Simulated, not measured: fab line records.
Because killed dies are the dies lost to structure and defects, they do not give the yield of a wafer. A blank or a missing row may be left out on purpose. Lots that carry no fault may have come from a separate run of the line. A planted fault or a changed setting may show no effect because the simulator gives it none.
fab line records ; flow nandHarc
record: lots: 12; wafers: 36; lastDay: 26
route steps=1159 shown A_CHANNEL_HOLE_D1@468 END@1159
lots with no fault: from the same line, run without faults
startH: the number of hours between the record's first day and the start of the first shown wafer of the lot ; waitH: time in hours since the lot's previous step ; " repeats the value in the row above ; L1.1+2: several wafers, shown together as one row ; - no value present, or no start provided ; * or withheld: withheld ; < > ~ a bound
route shown NAME@n: a module of which the file shows steps, and the number in the route of the first ; usual: mean/standard deviation taken from wafers without a fault ; same: alike in all rows ; chamber/n: place in a boat ; sites: each site's reading ; _std_site: the standard deviation of these ; _edge_site: the outer-site mean with the inner-site mean subtracted ; radiusMm: how far each site lies from the wafer's centre ; mask NAME#n: copy n ; behind: the last tool/chamber to shape the wafer ; hold: what put the lot on hold/how long, in hours/how the hold closed ; device: which transistor (n, p or np) failed to switch ; end of line: at the end of the route, the tests of the same wafers ; a step with no rows: only its recipe ; killed: count of dies lost to structure and defects at first sort (not the wafer's yield) ; map: a wafer's dies, x killed, . not, _ none there
set.NAME: the setting that was run; set.NAME@STEP: the one run at that earlier step ; model.NAME: the simulator's own value behind a step, which no gauge read
one table for each step of the route and one row for each wafer, over a sample of lots
services: a tool's chamber out of use, with start hour (startH, from the record's first day; less than 0 if before it), hours out, and reason
== steps ==
step: NHARC_A_CHANNEL_HOLE_D1_ETCH_34
recipe: targetDepthA: 1540; timeS: 77; cf4FlowSccm: 100; chf3FlowSccm: 30; arFlowSccm: 0; rfW: 500; biasW: 200; chemistry: CF4/CHF3
usual: drypumpMotorCurrentA: 5.9/0.41; oesProductAu: 0.951/0.024; rfVppV: 370.2/2.3; runLengthS: 98.4/0.41; showerheadPlenumPTorr: 1.56/0.067; throttleValvePct: 16.803/0.0096
lot.wafer;tool;chamber;startH;waitH;drypumpMotorCurrentA;oesProductAu;rfHoursCounterH;rfVppV;runLengthS;showerheadPlenumPTorr;throttleValvePct
L999.4;rieDiel-09;1;-;-;6.5;0.905;7;367.8;97.6;1.49;16.814
L999.3;rieDiel-09;2;-;-;5.7;0.915;7;369.1;98.5;1.56;16.810
L999.5;rieDiel-09;1;-;-;6.5;0.915;-;366.1;97.7;1.49;16.821
L102.2;rieDiel-10;3;-;-;6.1;0.976;1;367.7;98.1;1.48;16.798
L102.4;rieDiel-10;1;-;-;5.7;0.969;1;373.9;98.8;1.65;16.803
L102.1;rieDiel-10;2;-;-;5.3;0.967;1;373.5;98.5;1.64;16.799
L101.2;rieDiel-04;0;-;-;6.1;0.937;4;370.4;98.2;1.55;16.807
L101.1;rieDiel-04;2;-;-;5.8;0.924;4;368.6;98.7;1.50;16.819
L101.5;rieDiel-04;2;-;-;5.8;0.925;-;368.1;98.6;1.50;16.803
L104.3;rieDiel-09;1;-;-;6.4;0.911;8;367.3;97.7;1.49;16.807
L104.2;rieDiel-09;3;-;-;5.9;0.908;8;369.6;98.6;1.54;16.805
L104.5;rieDiel-09;1;-;-;6.4;0.916;-;365.6;97.6;1.49;16.822
L105.4;rieDiel-09;3;-;-;5.9;0.939;10;368.7;98.8;1.54;16.794
L105.6;rieDiel-09;0;-;-;6.2;0.972;-;368.6;98.2;1.54;16.800
L105.5;rieDiel-09;1;-;-;6.5;0.981;-;367.3;98.0;1.49;16.807
L107.3;rieDiel-10;0;-;-;6.2;0.962;4;372.1;98.7;1.66;16.792
L107.2;rieDiel-10;1;-;-;5.6;0.980;4;373.7;98.6;1.65;16.795
L107.4;rieDiel-10;2;-;-;5.3;0.987;4;373.4;98.5;1.64;16.786
L110.2;rieDiel-04;0;-;-;6.0;0.921;8;369.7;98.1;1.54;16.791
L110.3;rieDiel-04;2;-;-;5.8;0.929;8;368.5;98.4;1.50;16.812
L110.6;rieDiel-04;0;-;-;6.0;0.927;-;370.6;97.7;1.54;16.800
L116.1;rieDiel-09;2;-;-;5.7;0.956;1;370.7;98.5;1.56;16.795
L116.3;rieDiel-09;1;-;-;6.5;0.962;1;367.1;98.0;1.49;16.793
L116.4;rieDiel-09;2;-;-;5.7;0.965;-;370.9;99.0;1.56;16.799
L117.2;rieDiel-09;3;-;-;5.9;0.992;2;368.9;98.4;1.54;16.791
L117.1;rieDiel-09;0;-;-;6.2;0.985;1;368.0;98.2;1.54;16.807
L117.5;rieDiel-09;2;-;-;5.7;0.945;-;369.1;98.6;1.56;16.816
L119.2;rieDiel-09;0;-;-;6.1;0.972;2;369.7;98.5;1.54;16.800
L119.3;rieDiel-09;1;-;-;6.4;0.984;3;368.5;97.7;1.49;16.812
L119.6;rieDiel-09;1;-;-;6.4;0.983;-;368.1;97.8;1.49;16.806
L120.3;rieDiel-09;0;-;-;6.2;0.963;3;368.9;98.3;1.54;16.823
L120.2;rieDiel-09;2;-;-;5.7;0.961;3;370.8;98.3;1.56;16.800
L120.6;rieDiel-09;1;-;-;6.4;0.955;-;369.1;97.7;1.49;16.795
L121.4;rieDiel-10;1;-;-;5.6;0.922;10;372.5;98.2;1.65;16.793
L121.2;rieDiel-10;0;-;-;6.2;0.920;12;372.4;98.9;1.66;16.792
L121.6;rieDiel-10;2;-;-;5.3;0.937;-;371.6;98.2;1.64;16.803
step: NHARC_A_CHANNEL_HOLE_D1_CD_MEAS_18
usual: cdNm: 99.7/2.1
lot.wafer;tool;chamber;startH;waitH;cdNm
L999.3;cdSem-02;-;189.23;-;103.7
L999.4;cdSem-02;-;189.23;-;100.9
L999.5;cdSem-02;-;189.23;-;99.9
L102.1;cdSem-03;-;192.99;-;101.5
L102.2;cdSem-03;-;192.99;-;100.7
L102.4;cdSem-03;-;192.99;-;102.8
L101.1;cdSem-02;-;193.93;-;98.1
L101.2;cdSem-02;-;193.93;-;103.5
L101.5;cdSem-02;-;193.93;-;96.6
L104.2;cdSem-02;-;211.82;-;103.9
L104.3;cdSem-02;-;211.82;-;101.9
L104.5;cdSem-02;-;211.82;-;99.4
L105.4;cdSem-03;-;221.39;-;102.4
L105.5;cdSem-03;-;221.39;-;100.3
L105.6;cdSem-03;-;221.39;-;100.9
L107.2;cdSem-03;-;228.62;-;99.1
L107.3;cdSem-03;-;228.62;-;97.9
L107.4;cdSem-03;-;228.62;-;101.5
L110.2;cdSem-01;-;253.30;-;98.7
L110.3;cdSem-01;-;253.30;-;99.1
L110.6;cdSem-01;-;253.30;-;98.8
L116.1;cdSem-03;-;285.14;-;101.7
L116.3;cdSem-03;-;285.14;-;100.2
L116.4;cdSem-03;-;285.14;-;97.8
L117.1;cdSem-01;-;295.38;-;97.8
L117.2;cdSem-01;-;295.38;-;100.4
L117.5;cdSem-01;-;295.38;-;100.4
L119.2;cdSem-03;-;297.16;-;98.9
L119.3;cdSem-03;-;297.16;-;99.9
L119.6;cdSem-03;-;297.16;-;102.2
L120.2;cdSem-01;-;316.42;-;100.1
L120.3;cdSem-01;-;316.42;-;96.0
L120.6;cdSem-01;-;316.42;-;99.1
L121.2;cdSem-02;-;316.65;-;101.1
L121.4;cdSem-02;-;316.65;-;98.7
L121.6;cdSem-02;-;316.65;-;97.7
step: NHARC_A_CHANNEL_HOLE_D1_ETCH_21
recipe: biasV: 3000; sourceW: withheld; pressureMtorr: 20; timeS: 514.3; arFlowSccm: 375; c4f8FlowSccm: 89.3; o2FlowSccm: 35.7; tempC: -20; targetDepthA: 16000; chemistry: C4F8/O2/Ar
usual: drypumpMotorCurrentA: 5.78/0.08; escClampCurrentUA: 0.02123/0.00028; runLengthS: 499.3/0; showerheadPlenumPTorr: 3.74/0.11; throttleValvePct: 32.154/0.0085
lot.wafer;tool;chamber;startH;waitH;drypumpMotorCurrentA;escClampCurrentUA;rfHoursCounterH;runLengthS;showerheadPlenumPTorr;throttleValvePct
L999.3;harEtch-02;1;189.87;0.3;5.74;0.02154;-;499.3;3.81;32.144
L999.4;harEtch-02;0;189.87;0.3;5.87;0.02099;-;499.3;3.59;32.166
L999.5;harEtch-02;1;189.87;0.3;5.73;0.02152;-;499.3;3.81;32.161
L102.2;harEtch-01;0;195.40;0.3;5.66;0.0214;196;499.3;3.82;32.156
L102.1;harEtch-01;1;195.40;0.3;5.82;0.02089;196;499.3;3.82;32.149
L102.4;harEtch-01;0;195.40;0.3;5.66;0.0214;-;499.3;3.82;32.147
L101.2;harEtch-02;0;195.55;0.3;5.86;0.0211;110;499.3;3.58;32.159
L101.1;harEtch-02;1;195.55;0.3;5.77;0.02155;110;499.3;3.81;32.157
L101.5;harEtch-02;1;195.55;0.3;5.74;0.02157;-;499.3;3.81;32.150
L104.2;harEtch-02;0;212.40;0.3;5.87;0.02105;114;499.3;3.58;32.149
L104.3;harEtch-02;0;212.40;0.3;5.86;0.02106;-;499.3;3.58;32.151
L104.5;harEtch-02;0;212.40;0.3;5.88;0.02102;-;499.3;3.58;32.145
L105.4;harEtch-01;0;222.11;0.3;5.66;0.02144;-;499.3;3.82;32.166
L105.5;harEtch-01;1;222.11;0.3;5.82;0.02086;-;499.3;3.82;32.162
L105.6;harEtch-01;0;222.11;0.3;5.66;0.02135;-;499.3;3.82;32.157
L107.2;harEtch-01;1;229.19;0.3;5.82;0.02091;210;499.3;3.81;32.141
L107.3;harEtch-01;0;229.19;0.3;5.66;0.02142;-;499.3;3.81;32.156
L107.4;harEtch-01;1;229.19;0.3;5.82;0.02088;-;499.3;3.81;32.152
L110.2;harEtch-01;1;257.22;0.3;5.81;0.0209;222;499.3;3.81;32.151
L110.3;harEtch-01;0;257.22;0.3;5.67;0.02138;-;499.3;3.81;32.161
L110.6;harEtch-01;1;257.22;0.3;5.81;0.02084;-;499.3;3.81;32.159
L116.1;harEtch-01;1;285.64;0.3;5.80;0.02089;234;499.3;3.80;32.134
L116.3;harEtch-01;1;285.64;0.3;5.79;0.02097;-;499.3;3.80;32.160
L116.4;harEtch-01;0;285.64;0.3;5.64;0.02139;-;499.3;3.80;32.152
L117.1;harEtch-02;0;295.88;0.3;5.87;0.02113;153;499.3;3.56;32.138
L117.2;harEtch-02;1;295.88;0.3;5.74;0.02155;153;499.3;3.79;32.172
L117.5;harEtch-02;1;295.88;0.3;5.75;0.02164;-;499.3;3.79;32.154
L119.2;harEtch-02;1;300.06;0.3;5.76;0.02162;157;499.3;3.78;32.160
L119.3;harEtch-02;0;300.06;0.3;5.88;0.02112;-;499.3;3.56;32.151
L119.6;harEtch-02;1;300.06;0.3;5.77;0.02161;-;499.3;3.78;32.153
L120.2;harEtch-02;1;317.00;0.3;5.73;0.0216;164;499.3;3.78;32.158
L120.3;harEtch-02;1;317.00;0.3;5.76;0.02164;-;499.3;3.78;32.160
L120.6;harEtch-02;1;317.00;0.3;5.75;0.02159;-;499.3;3.78;32.147
L121.2;harEtch-02;0;321.10;0.3;5.87;0.0211;168;499.3;3.55;32.153
L121.4;harEtch-02;1;321.10;0.3;5.73;0.02162;-;499.3;3.78;32.161
L121.6;harEtch-02;1;321.10;0.3;5.76;0.02163;-;499.3;3.78;32.149
step: NHARC_A_CHANNEL_HOLE_D1_ETCH_44
recipe: targetDepthA: 1400; overetchA: 140; timeS: 77; ionEnergyEv: 100; cf4FlowSccm: 80; o2FlowSccm: 20; arFlowSccm: 0; rfW: 300; biasW: 100; chemistry: CF4/O2
usual: drypumpMotorCurrentA: 5.9/0.46; oesProductAu: 1.003/0.0092; rfVppV: 197.5/1.4; runLengthS: 98.3/0.44; showerheadPlenumPTorr: 1.32/0.057; throttleValvePct: 13.397/0.0098
lot.wafer;tool;chamber;startH;waitH;drypumpMotorCurrentA;oesProductAu;rfHoursCounterH;rfVppV;runLengthS;showerheadPlenumPTorr;throttleValvePct
L999.3;rieDiel-04;2;194.55;0.6;5.8;1.005;5;197.4;99.0;1.27;13.389
L999.4;rieDiel-04;2;194.55;0.6;5.8;1.003;-;195.9;98.7;1.27;13.408
L999.5;rieDiel-04;0;194.55;0.6;6.0;1.006;-;195.7;97.9;1.31;13.407
L102.2;rieDiel-10;1;199.69;0.1;5.7;1.020;2;197.7;98.5;1.40;13.391
L102.1;rieDiel-10;2;199.69;0.1;5.2;1.009;2;198.4;98.0;1.40;13.395
L102.4;rieDiel-10;3;199.69;0.1;6.2;1.008;2;197.6;98.5;1.25;13.403
L101.1;rieDiel-04;2;199.89;0.1;5.8;0.988;5;196.4;98.4;1.27;13.416
L101.2;rieDiel-04;0;199.89;0.1;6.0;0.991;5;197.4;97.8;1.31;13.394
L101.5;rieDiel-04;1;199.89;0.1;6.5;1.008;-;195.9;97.9;1.25;13.400
L104.2;rieDiel-04;1;216.62;0.1;6.5;1.004;5;195.2;97.8;1.25;13.394
L104.3;rieDiel-04;2;216.62;0.1;5.8;0.985;6;197.3;99.2;1.27;13.389
L104.5;rieDiel-04;0;216.62;0.1;6.0;0.992;-;197.4;98.4;1.31;13.410
L105.4;rieDiel-10;2;226.18;0.1;5.2;1.010;3;198.1;98.5;1.39;13.407
L105.6;rieDiel-10;0;226.18;0.1;6.3;1.009;-;199.6;98.9;1.41;13.377
L105.5;rieDiel-10;1;226.18;0.1;5.7;1.008;-;200.5;98.8;1.40;13.411
L107.3;rieDiel-04;2;233.42;0.1;5.8;0.996;7;196.0;98.3;1.27;13.375
L107.4;rieDiel-04;0;233.42;0.1;6.0;0.999;7;198.6;98.0;1.31;13.411
L107.2;rieDiel-04;1;233.42;0.1;6.5;1.015;6;196.1;97.5;1.25;13.387
L110.2;rieDiel-04;1;261.42;0.1;6.5;1.009;8;195.7;97.9;1.25;13.396
L110.3;rieDiel-04;2;261.42;0.1;5.8;0.993;9;198.2;98.9;1.27;13.403
L110.6;rieDiel-04;2;261.42;0.1;5.8;0.994;-;196.2;98.8;1.27;13.394
L116.3;rieDiel-10;1;289.93;0.0;5.7;1.003;8;199.0;98.5;1.40;13.405
L116.4;rieDiel-10;3;289.93;0.0;6.2;1.006;9;195.9;98.4;1.25;13.395
L116.1;rieDiel-10;0;289.93;0.0;6.2;1.004;10;198.3;98.7;1.41;13.393
L117.1;rieDiel-04;0;300.20;0.1;6.0;1.001;0;197.6;86.1;1.31;13.400
L117.2;rieDiel-04;2;300.20;0.1;5.8;0.984;0;197.6;86.6;1.27;13.404
L117.5;rieDiel-04;3;300.20;0.1;5.1;1.002;-;198.0;86.8;1.33;13.405
L119.2;rieDiel-04;1;304.38;0.1;6.4;1.000;0;196.5;85.8;1.25;13.383
L119.3;rieDiel-04;2;304.38;0.1;5.8;0.983;0;195.6;87.2;1.27;13.402
L119.6;rieDiel-04;1;304.38;0.1;6.5;1.000;-;196.7;85.6;1.25;13.389
L120.2;rieDiel-09;2;321.24;0.1;5.8;1.002;4;198.2;98.7;1.32;13.389
L120.3;rieDiel-09;1;321.24;0.1;6.5;1.010;4;195.4;97.6;1.26;13.389
L120.6;rieDiel-09;2;321.24;0.1;5.7;1.014;-;197.1;98.4;1.32;13.409
L121.2;rieDiel-09;1;325.38;0.1;6.5;1.011;4;197.2;97.7;1.26;13.404
L121.4;rieDiel-09;0;325.38;0.1;6.2;1.012;3;197.0;98.3;1.30;13.393
L121.6;rieDiel-09;1;325.38;0.1;6.5;1.007;-;197.0;97.8;1.26;13.383
step: NHARC_END_SORT_01
recipe: tempC: 25
usual: killedAtArray: 27/11; killedAtOther: 0.6/1; killedAtPeriphery: 3.0/2.1; killedDies: 31/12; killedOpen: 3.2/1.7; killedShort: 1.7/1.4
same: grossDies: 677
lot.wafer;tool;chamber;startH;waitH;killedAtArray;killedAtOther;killedAtPeriphery;killedDies;killedOpen;killedShort
L117.1;prober-02;0;566.54;2.5;674;0;3;677;2;3
L117.2;prober-02;0;567.35;2.8;673;0;4;677;6;2
L117.5;prober-02;0;569.75;3.7;675;0;2;677;3;1
L119.2;prober-01;0;577.66;2.8;675;0;2;677;2;0
L119.3;prober-01;0;578.47;3.1;672;0;5;677;5;1
L119.6;prober-01;0;580.91;4.1;671;0;6;677;3;0
killed by level:class
L117.1 A_CHANNEL_HOLE_D1:areaEtch=649 A_CHANNEL_HOLE_D1:chamberFilmFlake=12 A_WL_FILL:chamberFilmFlake=5 A_STAIRCASE:chamberFilmFlake=3 P_CONTACT:geometricParticle:short=2 A_CONTACT:geometricParticle:open=2 A_CHANNEL_FILL_D1:geometricParticle:short=1 P_STI:chamberFilmFlake=1
L117.2 A_CHANNEL_HOLE_D1:areaEtch=646 A_CHANNEL_HOLE_D1:chamberFilmFlake=11 A_STAIRCASE:chamberFilmFlake=8 P_STI:geometricParticle:open=2 A_ONON_D1:geometricParticle:short=2 A_CONTACT:geometricParticle:open=2 A_SLIT:chamberFilmFlake=2 A_WL_FILL:chamberFilmFlake=2
L117.5 A_CHANNEL_HOLE_D1:areaEtch=648 A_CHANNEL_HOLE_D1:chamberFilmFlake=14 A_WL_FILL:chamberFilmFlake=3 A_CONTACT:geometricParticle:open=2 A_SLIT:chamberFilmFlake=2 A_CONTACT:chamberFilmFlake=2 P_GATE:geometricParticle:open=1 A_WL_FILL:geometricParticle:short=1
L119.2 A_CHANNEL_HOLE_D1:areaEtch=621 A_SLIT:chamberFilmFlake=25 A_STAIRCASE:chamberFilmFlake=13 A_CHANNEL_HOLE_D1:chamberFilmFlake=10 A_CONTACT:chamberFilmFlake=2 A_SGD_CUT:geometricParticle:open=1 A_CONTACT:geometricParticle:open=1 P_GATE:chamberFilmFlake=1
L119.3 A_CHANNEL_HOLE_D1:areaEtch=630 A_SLIT:chamberFilmFlake=16 A_CONTACT:chamberFilmFlake=7 A_CHANNEL_HOLE_D1:chamberFilmFlake=6 A_STAIRCASE:chamberFilmFlake=6 P_BONDPAD:chamberFilmFlake=3 P_GATE:geometricParticle:open=1 P_M1:geometricParticle:open=1
L119.6 A_CHANNEL_HOLE_D1:areaEtch=625 A_SLIT:chamberFilmFlake=18 A_CHANNEL_HOLE_D1:chamberFilmFlake=9 A_CONTACT:chamberFilmFlake=8 A_STAIRCASE:chamberFilmFlake=8 P_STI:chamberFilmFlake=2 P_BONDPAD:chamberFilmFlake=2 P_M2:geometricParticle:open=1
== services ==
tool;chamber;startH;hours;kind
rieDiel-04;0;170.05;-;clean
rieDiel-04;1;170.05;-;clean
rieDiel-04;2;170.05;-;clean
rieDiel-04;3;170.05;-;clean
rieDiel-04;3;172.35;1.7;repair
rieDiel-10;-;176.50;9.0;pm
rieDiel-09;0;184.10;-;clean
rieDiel-09;1;184.10;-;clean
rieDiel-09;2;184.10;-;clean
rieDiel-09;3;184.10;-;clean
rieDiel-04;1;189.69;10.0;repair
rieDiel-04;0;194.55;-;clean
rieDiel-04;2;194.55;-;clean
rieDiel-04;3;194.55;-;clean
rieDiel-10;0;201.79;4.0;repair
rieDiel-10;1;206.42;9.1;repair
rieDiel-10;0;213.29;6.2;repair
rieDiel-10;3;214.68;7.3;repair
rieDiel-04;3;234.87;9.8;repair
rieDiel-09;-;254.22;9.0;pm
rieDiel-09;0;273.31;11.1;repair
rieDiel-04;-;289.05;9.0;pm
rieDiel-10;3;300.91;5.7;repair
harEtch-01;-;305.00;17.0;pm
== key ==
firstSign: step: NHARC_A_CHANNEL_HOLE_D1_ETCH_44; reading: runLengthS; direction: down; sigmas: 27; usual: *; struck: *
effect: step: NHARC_END_SORT_01; reading: killedAtArray; direction: up; sigmas: 57; usual: 27; struck: 673
moreKillsBornAt: NHARC_A_CHANNEL_HOLE_D1_ETCH_44@rieDiel-04: 3819
metAt NHARC_A_CHANNEL_HOLE_D1_ETCH_44
struckLots L117,L119
laterRowsLeftOut L117.1,L117.2,L117.5,L119.2,L119.3,L119.6
testerLeftOut L117,L119
notActingAt NHARC_A_CHANNEL_HOLE_D1_ETCH_34,NHARC_A_CHANNEL_HOLE_D1_CD_MEAS_18,NHARC_A_CHANNEL_HOLE_D1_ETCH_21
onsetBetween 261.42 300.20
fault: kind: processParameterDrift; tool: rieDiel-04; chamber: -; onsetH: 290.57; steps: NHARC_A_CHANNEL_HOLE_D1_ETCH_44; channel: timeS; offset: *; shape: step; endH: 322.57; actsIn: *; stated: *
testerLeftOut: of these lots the tester's yield and bins aren't shown, on N5 and GAA mostly nor the transistor test; their killed dies are dies lost to structure and defects alone, not to doping, threshold or leakage, so they don't give the yield
laterRowsLeftOut: the simulator's readings of these wafers behind a module that went badly wrong aren't trusted and aren't shown, but for the sort
